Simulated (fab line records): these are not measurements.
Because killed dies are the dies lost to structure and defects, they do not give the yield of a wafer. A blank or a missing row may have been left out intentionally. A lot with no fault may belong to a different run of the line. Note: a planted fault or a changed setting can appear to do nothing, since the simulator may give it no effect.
fab line records    flow nand-harc
record: lots: 5  wafers: 15  last-day: 33
route steps=1302 shown A_STAIRCASE@884 A_SGD_CUT@890
lots that met no fault: taken from a fault-free run of the same line
start-h: hours from the record's first day to the start of the lot's first wafer shown    wait-h: hours since the lot's step before    " unchanged from the row above    L1.1+2: a row that stands for several wafers    - either no value or no given start    * or withheld: withheld    < > ~ a bound
route shown NAME@n: a module of which the file shows steps, and the number in the route of the first    usual: mean/standard deviation taken from wafers without a fault    same: alike in all rows    chamber/n: place in a boat    sites: readings site by site    _std_site: the values' standard deviation    _edge_site: outer sites' mean less inner sites'    radius-mm: for every site, how far away it sits from the centre of the wafer    mask NAME#n: copy n    behind: the tool/chamber that last shaped the wafer    hold: why the lot went on hold/how many hours it stayed there/how the hold came to an end    device: the transistor (n, p or np) that didn't switch    end of line: the same wafers' tests at the end of the route    a step given without rows: its recipe and nothing more    killed: dies lost to structure and defects at the first sort, not the wafer's yield    map: dies across one wafer; x = killed, . = not, _ = none there
set.NAME: the setting as run; set.NAME@STEP: as run at that earlier step    model.NAME: the simulator's own value behind a step, which no gauge read
a table for each step, a row for each wafer; lots at some steps of the route
services: a tool's chamber out of use, with start hour (start-h, from the record's first day; less than 0 if before it), hours out, and reason
== steps ==
step: NHARC_A_STAIRCASE_STRIP_475
recipe: time-s: 20  o2-flow-sccm: 500  ar-flow-sccm: 0  bias-w: 0  chemistry: O2
usual: drypump-motor-current-A: 5.7/0.36  mfc-ar-sccm: 0.005/0.0066  o2-flow-sccm: 500.0/1.5  oes-product-au: 1.002/0.011  rf-vpp-V: 57.8/0.93  showerhead-plenum-p-Torr: 3.52/0.18  throttle-valve-pct: 17.038/0.009
same: bias-w: 0
lot.wafer  tool         chamber  start-h  wait-h  drypump-motor-current-A  mfc-ar-sccm  o2-flow-sccm  oes-product-au  rf-hours-counter-h  rf-vpp-V  showerhead-plenum-p-Torr  throttle-valve-pct
L689.4     rie-diel-01  3        -        -       5.8                      0.004        499.9         1.014           32                  59.0      3.76                      17.015
L689.1     "            0        "        "       5.4                      0.012        499.4         1.015           36                  57.6      3.54                      17.021
L689.3     "            2        "        "       5.7                      0.017        499.6         1.004           30                  57.7      3.28                      17.038
L695.4     rie-diel-01  0        -        -       5.4                      0.012        499.8         0.994           42                  58.5      3.54                      17.036
L695.6     "            0        "        "       5.4                      0.012        496.6         0.991           -                   57.6      3.54                      17.035
L695.5     "            1        "        "       6.3                      0            499.3         1.004           -                   56.2      3.32                      17.052
L696.1     rie-diel-01  0        -        -       5.4                      0.012        501.3         0.999           50                  57.8      3.53                      17.026
L696.4     "            1        "        "       6.4                      0            499.8         1.009           58                  56.8      3.31                      17.038
L696.2     "            3        "        "       5.8                      0.004        499.8         1.014           60                  58.7      3.75                      17.056
L705.4     rie-diel-01  0        -        -       5.4                      0.012        502.7         0.975           21                  58.4      3.52                      17.045
L705.1     "            1        "        "       6.4                      0            499.7         0.998           22                  56.7      3.30                      17.055
L705.5     "            3        "        "       5.8                      0.004        499.4         1.011           -                   58.9      3.73                      17.035
L707.1     rie-diel-01  2        -        -       5.7                      0.017        500.9         0.997           30                  59.9      3.79                      17.030
L707.4     "            0        "        "       5.4                      0.012        498.0         0.977           30                  56.6      3.52                      17.031
L707.5     "            2        "        "       5.7                      0.017        500.4         0.995           -                   58.5      3.79                      17.034
step: NHARC_A_STAIRCASE_DEP_471
recipe: target-thk-a: 1000  temp-c: 400  pressure-torr: 6.5  rf-w: 900  teos-flow-sccm: 161.4  flow-sccm: 2650  target-thk-nm: 100  gas: O2  material: SiO2
usual: heater-power-w: 556/120  throttle-valve-pct: 15.6/0.51
lot.wafer  tool      chamber  start-h  wait-h  heater-power-w  throttle-valve-pct
L689.3     pecvd-03  0        483.53   -       581             15.8
L689.1     "         1        "        "       567             15.9
L689.4     "         1        "        "       568             15.9
L695.5     pecvd-02  1        536.22   -       726             15.2
L695.4     "         2        "        "       348             15.0
L695.6     "         0        "        "       529             15.6
L696.1     pecvd-02  1        557.84   -       723             15.0
L696.2     "         2        "        "       354             15.2
L696.4     "         2        "        "       358             15.1
L705.1     pecvd-02  2        634.93   -       313             14.9
L705.4     "         1        "        "       727             15.2
L705.5     "         2        "        "       317             15.0
L707.1     pecvd-03  2        655.23   -       643             15.3
L707.5     "         1        "        "       573             16.2
L707.4     "         2        "        "       633             15.6
step: NHARC_A_STAIRCASE_CMP_472
recipe: material: SiO2
usual: motor-current-A: 11.8/1.3
lot.wafer  tool    chamber  start-h  wait-h  motor-current-A
L689.4     cmp-01  0        483.77   0.1     10.5
L689.1     "       1        "        "       10.8
L689.3     "       3        "        "       10.3
L695.4     cmp-04  3        536.41   0.1     14.2
L695.5     "       3        "        "       14.6
L695.6     "       0        "        "       13.0
L696.4     cmp-04  3        558.09   0.1     14.6
L696.2     "       0        "        "       12.4
L696.1     "       1        "        "       11.7
L705.4     cmp-04  2        635.15   0.1     10.4
L705.1     "       0        "        "       12.1
L705.5     "       2        "        "       12.0
L707.4     cmp-01  1        655.53   0.2     11.1
L707.1     "       2        "        "       11.3
L707.5     "       3        "        "       10.9
step: NHARC_A_STAIRCASE_SRD_474
step: NHARC_A_STAIRCASE_INSPECT_155
usual: raw-defect-count: 447/130
lot.wafer  tool               chamber  start-h  wait-h  raw-defect-count
L689.1     defect-inspect-02  -        484.11   0.1     442
L689.3     "                  -        "        "       300
L689.4     "                  -        "        "       367
L695.4     defect-inspect-02  -        536.75   0.1     278
L695.5     "                  -        "        "       344
L695.6     "                  -        "        "       318
L696.1     defect-inspect-02  -        558.43   0.1     260
L696.2     "                  -        "        "       367
L696.4     "                  -        "        "       517
L705.1     defect-inspect-01  -        635.49   0.1     407
L705.4     "                  -        "        "       483
L705.5     "                  -        "        "       355
L707.1     defect-inspect-02  -        655.82   0.1     484
L707.4     "                  -        "        "       575
L707.5     "                  -        "        "       635
step: NHARC_A_SGD_CUT_DEP_00
recipe: target-thk-a: 500  temp-c: 400  target-thk-nm: 50  flow-sccm: 200  rf-w: 450  material: SiNx
usual: heater-power-w: 760/140
lot.wafer  tool      chamber  start-h  wait-h  heater-power-w
L689.3     pecvd-02  1        484.18   0.1     951
L689.1     "         0        "        "       701
L689.4     "         2        "        "       547
L695.5     pecvd-03  1        536.90   0.1     651
L695.6     "         2        "        "       850
L695.4     "         0        "        "       611
L696.1     pecvd-02  0        558.50   0.1     675
L696.2     "         2        "        "       550
L696.4     "         2        "        "       542
L705.1     pecvd-02  1        635.59   0.1     886
L705.4     "         0        "        "       641
L705.5     "         1        "        "       876
L707.1     pecvd-02  2        655.89   0.1     496
L707.4     "         1        "        "       931
L707.5     "         2        "        "       506
step: NHARC_A_SGD_CUT_DEHYDRATE_01
recipe: temp-c: 150  time-s: 120
step: NHARC_A_SGD_CUT_HMDS_02
recipe: time-s: 30
step: NHARC_A_SGD_CUT_COAT_56
recipe: temp-c: 260  time-s: 75
step: NHARC_A_SGD_CUT_COAT_57
recipe: temp-c: 225  time-s: 65
step: NHARC_A_SGD_CUT_COAT_03
recipe: spin-rpm: 1500  resist-thk-nm: 90
step: NHARC_A_SGD_CUT_SOFTBAKE_04
recipe: temp-c: 105  time-s: 55
usual: heater-power-total-W: 188.43/0.13
lot.wafer  tool            chamber  start-h  wait-h  heater-power-total-W
L689.1     litho-track-04  0        484      -       188.44
L689.3     "               0        "        "       188.52
L689.4     "               0        "        "       188.66
L695.4     litho-track-04  0        537      -       188.49
L695.5     "               0        "        "       188.29
L695.6     "               0        "        "       188.39
L696.1     litho-track-01  0        558      -       188.42
L696.2     "               0        "        "       188.32
L696.4     "               0        "        "       188.71
L705.1     litho-track-04  0        635      -       224.19
L705.4     "               0        "        "       188.31
L705.5     "               0        "        "       188.44
L707.1     litho-track-06  0        656      -       188.81
L707.4     "               0        "        "       188.64
L707.5     "               0        "        "       188.32
step: NHARC_A_SGD_CUT_EBR_05
== services ==
tool            chamber  start-h  hours  kind
cmp-04          -        471.33   2.0    repair
cmp-01          -        479.52   4.0    pm
cmp-04          -        496.82   1.0    repair
pecvd-03        2        500.39   11.2   repair
cmp-04          -        503.14   4.0    pm
litho-track-01  -        505.00   7.0    pm
cmp-04          -        508.03   5.6    repair
rie-diel-01     0        510.51   23.1   repair
rie-diel-01     1        511.08   4.7    repair
cmp-01          -        527.30   3.8    repair
cmp-04          -        542.58   2.1    repair
pecvd-03        -        547.00   13.0   pm
litho-track-04  -        553.00   7.0    pm
rie-diel-01     -        558.68   9.0    pm
cmp-04          -        576.37   1.1    repair
cmp-01          -        577.52   4.0    pm
cmp-04          -        580.62   0.4    repair
pecvd-02        -        589.05   13.0   pm
cmp-04          -        601.14   4.0    pm
rie-diel-01     3        615.78   5.5    repair
cmp-01          -        617.94   2.3    repair
pecvd-02        -        631.61   0.8    repair
cmp-04          -        644.88   5.8    repair
pecvd-02        0        646.26   17.9   repair
== key ==
first-sign: step: NHARC_A_SGD_CUT_SOFTBAKE_04  reading: heater-power-total-W  direction: up  sigmas: 99+  usual: *  struck: *
effect none on later readings
met-at NHARC_A_SGD_CUT_SOFTBAKE_04
struck-wafers L705.1
tester-left-out L705
onset-between 537 635
fault: kind: process-parameter-drift  tool: litho-track-04  chamber: -  onset-h: 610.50  steps: NHARC_A_SGD_CUT_SOFTBAKE_04  channel: time-s  offset: *  shape: step  end-h: 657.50  scope: struck-wafers-only  acts-in: *  stated: *
tester-left-out: of these lots the tester's yield and bins aren't shown, on N5 and GAA mostly nor the transistor test; their killed dies are dies lost to structure and defects alone, not to doping, threshold or leakage, so they don't give the yield
